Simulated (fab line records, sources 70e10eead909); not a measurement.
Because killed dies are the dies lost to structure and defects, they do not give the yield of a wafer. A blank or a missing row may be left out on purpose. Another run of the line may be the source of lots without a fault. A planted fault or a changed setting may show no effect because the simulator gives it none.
Which tool did it? :: flow nand-harc :: 14 lots, 42 wafers sampled, at 5 steps of a route of 1302

== WHAT EACH GAUGE READ, for each wafer ==
NHARC_THIN_TSV_CD_MEAS_33 targets a cd of 5000 nm. Usual: 4999.9 nm for cd-nm, sd 1.6.
lot: L989
measured: day 24 15:35
on: cd-sem-02
cd-nm (nm): 5001.1 5001.7 5000.6
flag: 

lot: L990
measured: day 25 06:07
on: cd-sem-02
cd-nm (nm): 4998.8 4998.3 4996.9
flag: 

lot: L991
measured: day 25 07:28
on: cd-sem-03
cd-nm (nm): 5003.5 5000.7 5000.8
flag: 

lot: L992
measured: day 26 03:21
on: cd-sem-03
cd-nm (nm): 4998.2 4996.6 4999.6
flag: 

lot: L995
measured: day 27 02:01
on: cd-sem-01
cd-nm (nm): 5000.8 5000.2 4998.3
flag: 

lot: L996
measured: day 27 14:34
on: cd-sem-01
cd-nm (nm): 4997.7 4998.6 4996.9
flag: 

lot: L997
measured: day 27 22:15
on: cd-sem-01
cd-nm (nm): 4999.8 5000.3 4999.1
flag: 

lot: L998
measured: day 28 09:44
on: cd-sem-01
cd-nm (nm): 5000.2 4999.7 5000.1
flag: 

lot: L999
measured: day 28 10:34
on: cd-sem-01
cd-nm (nm): 5001.1 5001.1 5001.0
flag: 

lot: L102
measured: day 30 04:57
on: cd-sem-03
cd-nm (nm): 4996.9 4997.0 4995.0
flag: 

lot: L106
measured: day 31 08:00
on: cd-sem-03
cd-nm (nm): 4997.5 4998.6 4998.6
flag: 

lot: L107
measured: day 32 08:36
on: cd-sem-01
cd-nm (nm): 5000.2 4999.9 5001.7
flag: 

lot: L109
measured: day 33 02:08
on: cd-sem-02
cd-nm (nm): 5000.7 5001.5 5003.2
flag: 

lot: L111
measured: day 33 10:41
on: cd-sem-02
cd-nm (nm): 4998.8 4998.7 4998.5
flag: 

NHARC_END_SORT_01. Usual: killed-at-array 55, standard deviation 17; killed-at-other 1.1, standard deviation 1.4; killed-at-periphery 3.9, standard deviation 3; killed-dies 59, standard deviation 17; killed-open 3.5, standard deviation 2; killed-short 2.6, standard deviation 1.6.
lot: L106
measured: day 31 17:05
on: prober-02
killed-at-array: 155 163 160
killed-at-other: 0 0 0
killed-at-periphery: 5 5 6
killed-dies: 160 168 166
killed-open: 5 2 2
killed-short: 0 3 1
flag: OFF

lot: L107
measured: day 32 20:22
on: prober-01
killed-at-array: 156 166 174
killed-at-other: 0 0 0
killed-at-periphery: 5 1 5
killed-dies: 161 167 179
killed-open: 2 2 4
killed-short: 2 0 2
flag: OFF

== EACH LOT AND THE TOOL THAT RAN IT (in order: tool; ch and the chambers of the sampled wafers; start) ==
lot: L989
NHARC_A_CHANNEL_FILL_D2_CVD_09: lpcvd-poly-03 ch 0, day 15 21:41
NHARC_THIN_TSV_DESCUM_14: rie-diel-05 ch 1,2, day 24 09:58
NHARC_THIN_TSV_PVD_51: pvd-sputter-02, day 24 15:35 or earlier

lot: L990
NHARC_A_CHANNEL_FILL_D2_CVD_09: lpcvd-poly-03 ch 0, day 16 17:28
NHARC_THIN_TSV_DESCUM_14: rie-diel-13 ch 0,1,3, day 25 00:29
NHARC_THIN_TSV_PVD_51: pvd-sputter-02, day 25 06:07 or earlier

lot: L991
NHARC_A_CHANNEL_FILL_D2_CVD_09: lpcvd-poly-03 ch 0, day 16 17:28
NHARC_THIN_TSV_DESCUM_14: rie-diel-13 ch 1,2,3, day 25 01:40
NHARC_THIN_TSV_PVD_51: pvd-sputter-03, day 25 07:28 or earlier

lot: L992
NHARC_A_CHANNEL_FILL_D2_CVD_09: lpcvd-poly-01 ch 0, day 17 03:14
NHARC_THIN_TSV_DESCUM_14: rie-diel-05 ch 0,1,2, day 25 21:37
NHARC_THIN_TSV_PVD_51: pvd-sputter-03, day 26 03:21 or earlier

lot: L995
NHARC_A_CHANNEL_FILL_D2_CVD_09: lpcvd-poly-02 ch 0, day 18 12:13
NHARC_THIN_TSV_DESCUM_14: rie-diel-05 ch 0,1,3, day 26 20:07
NHARC_THIN_TSV_PVD_51: pvd-sputter-02, day 27 02:01 or earlier

lot: L996
NHARC_A_CHANNEL_FILL_D2_CVD_09: lpcvd-poly-01 ch 0, day 19 03:22
NHARC_THIN_TSV_DESCUM_14: rie-diel-05 ch 0,1,2, day 27 08:49
NHARC_THIN_TSV_PVD_51: pvd-sputter-02, day 27 14:34 or earlier

lot: L997
NHARC_A_CHANNEL_FILL_D2_CVD_09: lpcvd-poly-02 ch 0, day 19 12:32
NHARC_THIN_TSV_DESCUM_14: rie-diel-13 ch 2,3, day 27 16:29
NHARC_THIN_TSV_PVD_51: pvd-sputter-01, day 27 22:15 or earlier

lot: L998
NHARC_A_CHANNEL_FILL_D2_CVD_09: lpcvd-poly-03 ch 0, day 20 01:10
NHARC_THIN_TSV_DESCUM_14: rie-diel-05 ch 1,3, day 28 03:38
NHARC_THIN_TSV_PVD_51: pvd-sputter-03, day 28 09:44 or earlier

lot: L999
NHARC_A_CHANNEL_FILL_D2_CVD_09: lpcvd-poly-03 ch 0, day 20 01:10
NHARC_THIN_TSV_DESCUM_14: rie-diel-13 ch 2,3, day 28 04:39
NHARC_THIN_TSV_PVD_51: pvd-sputter-03, day 28 10:34 or earlier

lot: L102
NHARC_A_CHANNEL_FILL_D2_CVD_09: lpcvd-poly-03 ch 0, day 21 11:44
NHARC_THIN_TSV_DESCUM_14: rie-diel-13 ch 0,1,2, day 29 23:22
NHARC_THIN_TSV_PVD_51: pvd-sputter-01, day 30 04:57 or earlier

lot: L106
NHARC_A_CHANNEL_FILL_D2_CVD_09: lpcvd-poly-03 ch 0, day 23 00:43
NHARC_THIN_TSV_DESCUM_14: rie-diel-05 ch 1,2,3, day 31 02:16
NHARC_THIN_TSV_PVD_51: pvd-sputter-03, day 31 08:00 or earlier

lot: L107
NHARC_A_CHANNEL_FILL_D2_CVD_09: lpcvd-poly-03 ch 0, day 23 09:25
NHARC_THIN_TSV_DESCUM_14: rie-diel-05 ch 0,1,3, day 32 03:00
NHARC_THIN_TSV_PVD_51: pvd-sputter-01, day 32 08:36 or earlier

lot: L109
NHARC_A_CHANNEL_FILL_D2_CVD_09: lpcvd-poly-01 ch 0, day 24 07:32
NHARC_THIN_TSV_DESCUM_14: rie-diel-13 ch 0,1,3, day 32 20:22
NHARC_THIN_TSV_PVD_51: pvd-sputter-03, day 33 02:08 or earlier

lot: L111
NHARC_A_CHANNEL_FILL_D2_CVD_09: lpcvd-poly-02 ch 0, day 24 20:06
NHARC_THIN_TSV_DESCUM_14: rie-diel-05 ch 0,2,3, day 33 04:52
NHARC_THIN_TSV_PVD_51: pvd-sputter-02, day 33 10:41 or earlier
- NHARC_A_CHANNEL_FILL_D2_CVD_09: deposits poly-Si, target thk 150 nm, time 3000 s.
- NHARC_THIN_TSV_DESCUM_14: chemistry O2, time 3 s.
- NHARC_THIN_TSV_PVD_51: deposits Cu, target thk 100 nm.

== WHAT THE TOOLS THEMSELVES READ (means of the sampled wafers that have a number; where no wafer has one, the mark that the record gives instead) ==
NHARC_THIN_TSV_DESCUM_14. Usual: drypump-motor-current-A 5.9 A, standard deviation 0.48; oes-product-au 0.997 a.u., standard deviation 0.0079; rf-vpp-V 57.9 V, standard deviation 0.85; showerhead-plenum-p-Torr 1.92 Torr, standard deviation 0.099; throttle-valve-pct 11.310 %, standard deviation 0.0081.
lot: L989
tool: rie-diel-05
drypump-motor-current-A (A): 6.6
oes-product-au (a.u.): 0.995
rf-vpp-V (V): 57.5
showerhead-plenum-p-Torr (Torr): 1.88
throttle-valve-pct (%): 11.317
flag: 

lot: L990
tool: rie-diel-13
drypump-motor-current-A (A): 5.7
oes-product-au (a.u.): 0.991
rf-vpp-V (V): 57.4
showerhead-plenum-p-Torr (Torr): 1.96
throttle-valve-pct (%): 11.307
flag: 

lot: L991
tool: rie-diel-13
drypump-motor-current-A (A): 5.8
oes-product-au (a.u.): 0.997
rf-vpp-V (V): 58.4
showerhead-plenum-p-Torr (Torr): 1.95
throttle-valve-pct (%): 11.316
flag: 

lot: L992
tool: rie-diel-05
drypump-motor-current-A (A): 6.3
oes-product-au (a.u.): 0.997
rf-vpp-V (V): 58.2
showerhead-plenum-p-Torr (Torr): 1.92
throttle-valve-pct (%): 11.306
flag: 

lot: L995
tool: rie-diel-05
drypump-motor-current-A (A): 6.2
oes-product-au (a.u.): 0.998
rf-vpp-V (V): 58.6
showerhead-plenum-p-Torr (Torr): 1.93
throttle-valve-pct (%): 11.316
flag: 

lot: L996
tool: rie-diel-05
drypump-motor-current-A (A): 6.3
oes-product-au (a.u.): 1.005
rf-vpp-V (V): 58.1
showerhead-plenum-p-Torr (Torr): 1.92
throttle-valve-pct (%): 11.308
flag: 

lot: L997
tool: rie-diel-13
drypump-motor-current-A (A): 5.5
oes-product-au (a.u.): 0.994
rf-vpp-V (V): 58.4
showerhead-plenum-p-Torr (Torr): 2.01
throttle-valve-pct (%): 11.303
flag: 

lot: L998
tool: rie-diel-05
drypump-motor-current-A (A): 6.4
oes-product-au (a.u.): 0.999
rf-vpp-V (V): 57.9
showerhead-plenum-p-Torr (Torr): 1.89
throttle-valve-pct (%): 11.309
flag: 

lot: L999
tool: rie-diel-13
drypump-motor-current-A (A): 5.6
oes-product-au (a.u.): 0.994
rf-vpp-V (V): 58.2
showerhead-plenum-p-Torr (Torr): 2.01
throttle-valve-pct (%): 11.310
flag: 

lot: L102
tool: rie-diel-13
drypump-motor-current-A (A): 5.5
oes-product-au (a.u.): 0.997
rf-vpp-V (V): 57.8
showerhead-plenum-p-Torr (Torr): 1.97
throttle-valve-pct (%): 11.319
flag: 

lot: L106
tool: rie-diel-05
drypump-motor-current-A (A): 6.2
oes-product-au (a.u.): 1.009
rf-vpp-V (V): 58.5
showerhead-plenum-p-Torr (Torr): 1.84
throttle-valve-pct (%): 11.314
flag: 

lot: L107
tool: rie-diel-05
drypump-motor-current-A (A): 6.2
oes-product-au (a.u.): 0.994
rf-vpp-V (V): 58.1
showerhead-plenum-p-Torr (Torr): 1.93
throttle-valve-pct (%): 11.306
flag: 

lot: L109
tool: rie-diel-13
drypump-motor-current-A (A): 5.7
oes-product-au (a.u.): 0.996
rf-vpp-V (V): 57.8
showerhead-plenum-p-Torr (Torr): 1.96
throttle-valve-pct (%): 11.308
flag: 

lot: L111
tool: rie-diel-05
drypump-motor-current-A (A): 6.0
oes-product-au (a.u.): 0.999
rf-vpp-V (V): 57.4
showerhead-plenum-p-Torr (Torr): 1.89
throttle-valve-pct (%): 11.310
flag: 

NHARC_THIN_TSV_PVD_51. Usual: 30.1 % for throttle-valve-pct, sd 0.87.
lot: L989
tool: pvd-sputter-02
throttle-valve-pct (%): 29.3
flag: 

lot: L990
tool: pvd-sputter-02
throttle-valve-pct (%): 30.7
flag: 

lot: L991
tool: pvd-sputter-03
throttle-valve-pct (%): 30.0
flag: 

lot: L992
tool: pvd-sputter-03
throttle-valve-pct (%): 30.4
flag: 

lot: L995
tool: pvd-sputter-02
throttle-valve-pct (%): 30.3
flag: 

lot: L996
tool: pvd-sputter-02
throttle-valve-pct (%): 29.7
flag: 

lot: L997
tool: pvd-sputter-01
throttle-valve-pct (%): 30.6
flag: 

lot: L998
tool: pvd-sputter-03
throttle-valve-pct (%): 30.0
flag: 

lot: L999
tool: pvd-sputter-03
throttle-valve-pct (%): 30.6
flag: 

lot: L102
tool: pvd-sputter-01
throttle-valve-pct (%): 30.7
flag: 

lot: L106
tool: pvd-sputter-03
throttle-valve-pct (%): 29.5
flag: 

lot: L107
tool: pvd-sputter-01
throttle-valve-pct (%): 30.4
flag: 

lot: L109
tool: pvd-sputter-03
throttle-valve-pct (%): 30.3
flag: 

lot: L111
tool: pvd-sputter-02
throttle-valve-pct (%): 29.6
flag: 

== THE ANSWER, worked out from the rows above alone ==
Rule: take the mean of a lot's wafers that have a number; if it is more than 3 standard deviations from the usual mean, the lot is off. Also off: a lot with no number at a reading for which 4 or more lots have one. All remaining lots with rows at the step are treated as sound. After the gauges, taken in route order, come the tools' own readings; for these a lot's mean is taken, as printed above. At the first step where some lot is off, the reading lying furthest off is the one used; lots without a number count as furthest.
Off, at NHARC_END_SORT_01 on killed-at-array: L106, L107. Neither off nor sound, because the step has no rows for them: L989, L990, L991, L992, L995, L996, L997, L998, L999, L102, L109, L111.
If a tool, at a process step before that reading, ran all the lots that are off and no sound lot after the first of them, it fits. The gauges at NHARC_END_SORT_01 are tried like those tools. With no start given for some of its lots, NHARC_THIN_TSV_PVD_51 uses the hours and lot order of NHARC_THIN_TSV_CD_MEAS_33. Undecided on this evidence; 2 tools fit (lpcvd-poly-03 at NHARC_A_CHANNEL_FILL_D2_CVD_09, rie-diel-05 at NHARC_THIN_TSV_DESCUM_14).

== WHAT HAD BEEN PUT IN BY THE SIMULATOR ==
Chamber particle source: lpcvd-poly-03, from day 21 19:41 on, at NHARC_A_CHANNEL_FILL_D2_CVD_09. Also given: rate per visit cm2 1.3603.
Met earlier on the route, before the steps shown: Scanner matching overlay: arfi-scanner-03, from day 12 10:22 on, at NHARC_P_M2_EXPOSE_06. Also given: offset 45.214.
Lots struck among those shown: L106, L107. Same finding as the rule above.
